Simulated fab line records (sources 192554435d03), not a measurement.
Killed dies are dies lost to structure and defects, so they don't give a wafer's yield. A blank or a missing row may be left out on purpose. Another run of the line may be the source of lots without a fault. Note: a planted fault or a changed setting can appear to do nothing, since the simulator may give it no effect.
fab line records ; flow n5_finfet
[record] lots = 7; wafers = 39
route steps=1938 shown DUMMY_GATE@246 HKMG_FIN@402 MOL_CONTACT_COAG@613
start_h: the number of hours between the record's first day and the start of the first shown wafer of the lot ; wait_h: hours elapsed since this lot's preceding step ; " unchanged from the row above ; L1.1+2: a row that stands for several wafers ; - no value present, or no start provided ; * or withheld: withheld ; < > ~ a bound
route shown NAME@n: names a module that has steps shown in the file, with the first one's number in the route ; usual: mean/standard deviation of fault-free wafers ; same: alike in all rows ; chamber/n: place in a boat ; sites: each site's reading ; _std_site: the standard deviation of these ; _edge_site: mean of outer sites minus mean of inner sites ; radius_mm: for every site, how far away it sits from the centre of the wafer ; mask NAME#n: copy n ; behind: the most recent tool/chamber to have shaped the wafer ; hold: the reason the lot was held/the length of the hold in hours/how it ended ; device: the n, p or np transistor that did not switch ; end of line: the tests these same wafers got at the end of their route ; a step with no rows: only its recipe ; killed: count of dies lost to structure and defects at first sort (not the wafer's yield) ; map: dies across one wafer; x = killed, . = not, _ = none there
set.NAME: the setting that was run; set.NAME@STEP: the one run at that earlier step ; model.NAME: the simulator's own value behind a step, which no gauge read
lots with deliberately changed settings; one table per step, one row per wafer
[[steps]]
[step N5_DUMMY_GATE_ETCH_32]
[recipe] chemistry = CF4; target = SiO2; target_depth_a = 35; time_s = 3.9; ion_energy_ev = 350; pressure_mtorr = 10; icp_w = 800; bias_w = 400; cf4_flow_sccm = 80
lot.wafer;tool;chamber;start_h;wait_h;set.time_s;model.etch.depth_nm
L074.1;rie_si-01;3;53.02;0.1;3.9;3.462
L074.2;rie_si-01;2;53.02;0.1;3.009;2.75
L074.3;rie_si-01;0;53.02;0.1;3.9;3.478
L074.4;rie_si-01;1;53.02;0.1;3.009;2.642
L074.5;rie_si-01;3;53.02;0.1;3.9;3.496
L074.6;rie_si-01;0;53.02;0.1;3.009;2.676
L078.1;rie_si-03;0;78.28;0.1;3.9;3.543
L078.2;rie_si-03;1;78.28;0.1;3.123;2.788
L078.3;rie_si-03;2;78.28;0.1;3.9;3.383
L078.4;rie_si-03;3;78.28;0.1;3.123;2.684
L078.5;rie_si-03;2;78.28;0.1;3.123;2.744
L078.6;rie_si-03;3;78.28;0.1;3.9;3.362
L082.1;rie_si-05;1;97.61;0.1;3.9;3.48
L082.2;rie_si-05;0;97.61;0.1;3.142;2.864
L082.3;rie_si-05;3;97.61;0.1;3.142;2.86
L082.4;rie_si-05;2;97.61;0.1;3.9;3.508
L082.5;rie_si-05;0;97.61;0.1;3.9;3.565
L082.6;rie_si-05;1;97.61;0.1;3.142;2.799
L088.1;rie_si-05;3;133.74;0.1;3.506;3.248
L088.2;rie_si-05;1;133.74;0.1;3.506;3.134
L088.3;rie_si-05;2;133.74;0.1;3.506;3.154
L088.4;rie_si-05;0;133.74;0.1;3.9;3.533
L088.5;rie_si-05;0;133.74;0.1;3.9;3.529
L088.6;rie_si-05;1;133.74;0.1;3.9;3.487
L092.1;rie_si-03;2;160.08;0.1;3.9;3.371
L092.2;rie_si-03;0;160.08;0.1;3.9;3.52
L092.3;rie_si-03;3;160.08;0.1;3.9;3.34
L093.1;rie_si-01;2;162.76;0.1;3.9;3.537
L093.2;rie_si-01;1;162.76;0.1;3.9;3.431
L093.3;rie_si-01;0;162.76;0.1;4.732;4.168
L093.4;rie_si-01;3;162.76;0.1;4.732;4.235
L093.5;rie_si-01;1;162.76;0.1;4.732;4.159
L093.6;rie_si-01;2;162.76;0.1;3.9;3.529
L095.1;rie_si-05;3;173.29;0.1;3.9;3.604
L095.2;rie_si-05;1;173.29;0.1;3.643;3.242
L095.3;rie_si-05;2;173.29;0.1;3.643;3.238
L095.4;rie_si-05;0;173.29;0.1;3.9;3.566
L095.5;rie_si-05;0;173.29;0.1;3.643;3.323
L095.6;rie_si-05;3;173.29;0.1;3.9;3.564
[step N5_HKMG_FIN_ETCH_54]
[recipe] chemistry = CF4; target = SiARC; target_depth_a = 455; mask_material = CAR-ArF; time_s = 75.8; ion_energy_ev = 80; pressure_mtorr = 40; source_w = 545; bias_w = 36; Ar_flow_sccm = 100; cf4_flow_sccm = 100; ends = cleared
[usual] etch_rf_on_time_s = 75.7/1.6; rf_vpp_V = 184.5/1.2
lot.wafer;tool;chamber;start_h;wait_h;set.source_w;etch_rf_on_time_s;rf_vpp_V
L074.1;rie_diel-05;3;77.46;0.0;545;76.6;184.5
L074.2;rie_diel-05;2;77.46;0.0;545;75.9;184.7
L074.3;rie_diel-05;0;77.46;0.0;593;71.3;178.7
L074.4;rie_diel-05;1;77.46;0.0;593;71.4;178.5
L074.5;rie_diel-05;3;77.46;0.0;593;72.0;178.7
L074.6;rie_diel-05;0;77.46;0.0;545;76.6;183.0
L078.1;rie_diel-05;3;103.26;0.0;545;76.8;183.4
L078.2;rie_diel-05;0;103.26;0.0;486.8;83.7;192.2
L078.3;rie_diel-05;1;103.26;0.0;486.8;84.4;192.4
L078.4;rie_diel-05;2;103.26;0.0;486.8;84.1;191.4
L078.5;rie_diel-05;0;103.26;0.0;545;76.2;183.7
L078.6;rie_diel-05;1;103.26;0.0;545;76.0;184.2
L082.1;rie_diel-05;3;123.94;0.0;545;78.2;185.1
L082.2;rie_diel-05;0;123.94;0.0;545;75.6;184.8
L082.3;rie_diel-05;2;123.94;0.0;463.4;89.1;196.4
L082.4;rie_diel-05;2;123.94;0.0;463.4;88.8;193.5
L082.5;rie_diel-05;0;123.94;0.0;463.4;88.2;194.5
L082.6;rie_diel-05;3;123.94;0.0;545;77.9;181.9
L088.1;rie_diel-06;1;157.81;0.0;452.1;87.8;196.0
L088.2;rie_diel-06;3;157.81;0.0;452.1;86.9;197.7
L088.3;rie_diel-06;2;157.81;0.0;545;74.5;185.7
L088.4;rie_diel-06;0;157.81;0.0;452.1;88.6;198.3
L088.5;rie_diel-06;1;157.81;0.0;545;74.9;182.8
L088.6;rie_diel-06;0;157.81;0.0;545;75.1;184.1
L092.1;rie_diel-06;2;184.67;0.0;545;75.2;185.6
L092.2;rie_diel-06;0;184.67;0.0;545;75.7;186.7
L092.3;rie_diel-06;1;184.67;0.0;545;74.0;183.6
L093.1;rie_diel-06;0;187.79;0.0;626.3;66.4;177.7
L093.2;rie_diel-06;2;187.79;0.0;545;75.0;184.1
L093.3;rie_diel-06;1;187.79;0.0;545;72.8;182.7
L093.4;rie_diel-06;2;187.79;0.0;626.3;66.3;176.2
L093.5;rie_diel-06;0;187.79;0.0;545;75.1;185.7
L093.6;rie_diel-06;1;187.79;0.0;626.3;65.2;176.0
L095.1;rie_diel-05;2;200.25;0.0;545;77.2;183.4
L095.2;rie_diel-05;0;200.25;0.0;545;76.3;184.1
L095.3;rie_diel-05;1;200.25;0.0;545;77.1;185.4
L095.4;rie_diel-05;2;200.25;0.0;467.8;88.2;194.9
L095.5;rie_diel-05;0;200.25;0.0;467.8;87.5;194.7
L095.6;rie_diel-05;1;200.25;0.0;467.8;87.9;193.6
[step N5_HKMG_FIN_ETCH_32]
[recipe] chemistry = N2/H2; target = SOC; target_depth_a = 2400; temp_c = 40; time_s = 300; ion_energy_ev = 200; mask_material = SiARC; pressure_mtorr = 30; source_w = 840; bias_w = 150; n2_flow_sccm = 200; h2_flow_sccm = 200
[usual] rf_vpp_V = 524.9/2.6
lot.wafer;tool;chamber;start_h;wait_h;set.source_w;rf_vpp_V;model.etch.depth_nm;model.HKMG_FIN.feature_depth_nm
L074.1;rie_diel-04;1;81.23;0.0;748.2;546.7;209.9;210
L074.2;rie_diel-04;3;81.23;0.0;748.2;548.9;222;222
L074.3;rie_diel-04;0;81.23;0.0;840;523.7;232.1;232.2
L074.4;rie_diel-04;2;81.23;0.0;840;519.8;236.1;236.2
L074.5;rie_diel-04;0;81.23;0.0;748.2;542.9;210.4;210.4
L074.6;rie_diel-04;3;81.23;0.0;840;528.5;243.7;243.8
L078.1;rie_diel-06;3;108.54;0.0;890.9;514.7;255.2;255.2
L078.2;rie_diel-06;2;108.54;0.0;890.9;519.0;253.8;253.8
L078.3;rie_diel-06;0;108.54;0.0;890.9;518.2;246.3;246.4
L078.4;rie_diel-06;1;108.54;0.0;840;520.7;244.4;244.4
L078.5;rie_diel-06;2;108.54;0.0;840;530.5;242.6;242.6
L078.6;rie_diel-06;1;108.54;0.0;840;522.2;244.4;244.4
L082.1;rie_diel-04;1;127.37;0.0;705;556.2;198.3;198.4
L082.2;rie_diel-04;3;127.37;0.0;840;528.8;242.5;242.4
L082.3;rie_diel-04;0;127.37;0.0;705;554.1;198.1;198.2
L082.4;rie_diel-04;2;127.37;0.0;705;551.4;203.8;203.8
L082.5;rie_diel-04;1;127.37;0.0;840;524.5;229.1;229
L082.6;rie_diel-04;0;127.37;0.0;840;522.4;229;229
L088.1;rie_diel-04;1;161.33;0.0;789.8;535.7;232.4;232.4
L088.2;rie_diel-04;3;161.33;0.0;840;529.0;242.4;242.4
L088.3;rie_diel-04;2;161.33;0.0;789.8;530.7;226.7;226.6
L088.4;rie_diel-04;0;161.33;0.0;840;523.1;231.2;231.2
L088.5;rie_diel-04;1;161.33;0.0;789.8;537.4;231.3;231.4
L088.6;rie_diel-04;0;161.33;0.0;840;523.9;228.2;228.2
L092.1;rie_diel-06;1;188.74;0.0;840;522.4;251.1;251
L092.2;rie_diel-06;2;188.74;0.0;840;528.0;247.6;247.6
L092.3;rie_diel-06;0;188.74;0.0;840;526.0;237.8;237.8
L093.1;rie_diel-05;1;191.30;0.0;840;526.8;235.4;235.4
L093.2;rie_diel-05;0;191.30;0.0;840;525.4;238.1;238.2
L093.3;rie_diel-05;2;191.30;0.0;840;523.9;236.2;236.2
L093.4;rie_diel-05;0;191.30;0.0;840;525.0;237;237
L093.5;rie_diel-05;2;191.30;0.0;840;524.6;234.6;234.6
L093.6;rie_diel-05;1;191.30;0.0;840;525.5;235.9;236
L095.1;rie_diel-04;2;203.88;0.0;743.1;539.7;215.8;215.8
L095.2;rie_diel-04;1;203.88;0.0;840;525.0;247.8;247.8
L095.3;rie_diel-04;0;203.88;0.0;743.1;544.2;211.2;211.2
L095.4;rie_diel-04;3;203.88;0.0;743.1;550.4;222.4;222.4
L095.5;rie_diel-04;3;203.88;0.0;840;527.8;246.7;246.6
L095.6;rie_diel-04;0;203.88;0.0;840;522.4;233.1;233
[step N5_MOL_CONTACT_COAG_ETCHBACK_136]
[recipe] chemistry = CHF3; target = SiO2; target_depth_a = 250; time_s = 16.7; ion_energy_ev = 200; pressure_mtorr = 30; source_w = 610; bias_w = 170; Ar_flow_sccm = 200; CHF3_flow_sccm = 50
lot.wafer;tool;chamber;start_h;wait_h;set.target_depth_a
L074.1+2+3+4+5+6;rie_diel-06;2,0,1,3,0,3;110.19;0.0;250
L078.1+4+6;rie_diel-05;2,2,0;134.69;0.0;263.1
L078.2+3+5;rie_diel-05;0,3,3;134.69;0.0;250
L082.1+2+3+4+5+6;rie_diel-05;0,1,2,3,2,3;150.41;0.0;250
L088.1+2+5;rie_diel-04;1,0,1;187.31;0.0;285.1
L088.3+4+6;rie_diel-04;2,3,2;187.31;0.0;250
L092.1+2+3;rie_diel-04;0,3,1;213.41;0.0;250
L093.1+2+3+4+5+6;rie_diel-05;1,3,2,0,1,2;219.56;0.0;250
L095.1+2+5;rie_diel-04;2,1,0;235.27;0.0;250
L095.3+4+6;rie_diel-04;0,3,1;235.27;0.0;279.6
[step N5_MOL_CONTACT_COAG_STRIP_120]
[recipe] chemistry = CHF3; resist = SiARC; rf_frequency_hz = 6e+07
[step N5_MOL_CONTACT_COAG_VIA_ETCH_117]
[recipe] chemistry = C4F6/O2; target_depth_a = 400; overetch_a = 80; mask_material = SOC; target = SiO2; bias_w = 455; pressure_mtorr = 10; time_s = 26; source_w = 325; Ar_flow_sccm = 300; C4F6_flow_sccm = 10; O2_flow_sccm = 10; ion_energy_ev = 575.3; ends = end_point
lot.wafer;tool;chamber;start_h;wait_h;set.target_depth_a@MOL_CONTACT_COAG_ETCHBACK_136;model.etch.depth_nm;model.MOL_CONTACT_COAG.feature_depth_nm
L074.1;rie_diel-06;2;110.22;0.0;250;39.79;39.8
L074.2;rie_diel-06;0;110.22;0.0;250;39.91;40
L074.3;rie_diel-06;1;110.22;0.0;250;39.45;39.4
L074.4;rie_diel-06;3;110.22;0.0;250;39.86;39.8
L074.5;rie_diel-06;0;110.22;0.0;250;39.8;39.8
L074.6;rie_diel-06;3;110.22;0.0;250;39.64;39.6
L078.1;rie_diel-05;2;134.72;0.0;263.1;38.79;38.8
L078.2;rie_diel-05;0;134.72;0.0;250;40.33;40.4
L078.3;rie_diel-05;3;134.72;0.0;250;40.78;40.8
L078.4;rie_diel-05;2;134.72;0.0;263.1;39;39
L078.5;rie_diel-05;3;134.72;0.0;250;40.72;40.8
L078.6;rie_diel-05;0;134.72;0.0;263.1;38.87;38.8
L082.1;rie_diel-05;0;150.44;0.0;250;40.01;40
L082.2;rie_diel-05;1;150.44;0.0;250;39.96;40
L082.3;rie_diel-05;2;150.44;0.0;250;39.83;39.8
L082.4;rie_diel-05;3;150.44;0.0;250;40.47;40.4
L082.5;rie_diel-05;2;150.44;0.0;250;39.81;39.8
L082.6;rie_diel-05;3;150.44;0.0;250;40.3;40.2
L088.1;rie_diel-04;1;187.34;0.0;285.1;35.86;35.8
L088.2;rie_diel-04;0;187.34;0.0;285.1;37.54;37.6
L088.3;rie_diel-04;2;187.34;0.0;250;40.2;40.2
L088.4;rie_diel-04;3;187.34;0.0;250;39.43;39.4
L088.5;rie_diel-04;1;187.34;0.0;285.1;35.77;35.8
L088.6;rie_diel-04;2;187.34;0.0;250;40.22;40.2
L092.1;rie_diel-04;0;213.45;0.0;250;41.04;41
L092.2;rie_diel-04;3;213.45;0.0;250;39.53;39.6
L092.3;rie_diel-04;1;213.45;0.0;250;39.78;39.8
L093.1;rie_diel-05;1;219.60;0.0;250;40.62;40.6
L093.2;rie_diel-05;3;219.60;0.0;250;40.25;40.2
L093.3;rie_diel-05;2;219.60;0.0;250;40.19;40.2
L093.4;rie_diel-05;0;219.60;0.0;250;40.07;40
L093.5;rie_diel-05;1;219.60;0.0;250;40.66;40.6
L093.6;rie_diel-05;2;219.60;0.0;250;40.31;40.4
L095.1;rie_diel-04;2;235.31;0.0;250;40.71;40.8
L095.2;rie_diel-04;1;235.31;0.0;250;39.6;39.6
L095.3;rie_diel-04;0;235.31;0.0;279.6;38.38;38.4
L095.4;rie_diel-04;3;235.31;0.0;279.6;36.48;36.4
L095.5;rie_diel-04;0;235.31;0.0;250;41.3;41.2
L095.6;rie_diel-04;1;235.31;0.0;279.6;36.44;36.4
[[key]]
[split] step = N5_DUMMY_GATE_ETCH_32; setting = time_s; stated = 3.9; by = wafer
[response] step = N5_DUMMY_GATE_ETCH_32; reading = model.etch.depth_nm; change = +0.0343; per = 1%; r = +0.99
[split] step = N5_HKMG_FIN_ETCH_54; setting = source_w; stated = 545; by = wafer
[response] step = N5_HKMG_FIN_ETCH_54; reading = etch_rf_on_time_s; change = *; per = 1%; r = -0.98
[response] step = N5_HKMG_FIN_ETCH_54; reading = rf_vpp_V; change = -0.688; per = 1%; r = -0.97
[split] step = N5_HKMG_FIN_ETCH_32; setting = source_w; stated = 840; by = wafer
[response] step = N5_HKMG_FIN_ETCH_32; reading = rf_vpp_V; change = -1.76; per = 1%; r = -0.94
[response] step = N5_HKMG_FIN_ETCH_32; reading = model.etch.depth_nm; change = +1.99; per = 1%; r = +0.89
[response] step = N5_HKMG_FIN_ETCH_32; reading = model.HKMG_FIN.feature_depth_nm; change = +1.99; per = 1%; r = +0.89
[split] step = N5_MOL_CONTACT_COAG_ETCHBACK_136; setting = target_depth_a; stated = 250; by = wafer
[response] step = N5_MOL_CONTACT_COAG_VIA_ETCH_117; reading = model.etch.depth_nm; change = -0.274; per = 1%; r = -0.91
[response] step = N5_MOL_CONTACT_COAG_VIA_ETCH_117; reading = model.MOL_CONTACT_COAG.feature_depth_nm; change = -0.274; per = 1%; r = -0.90
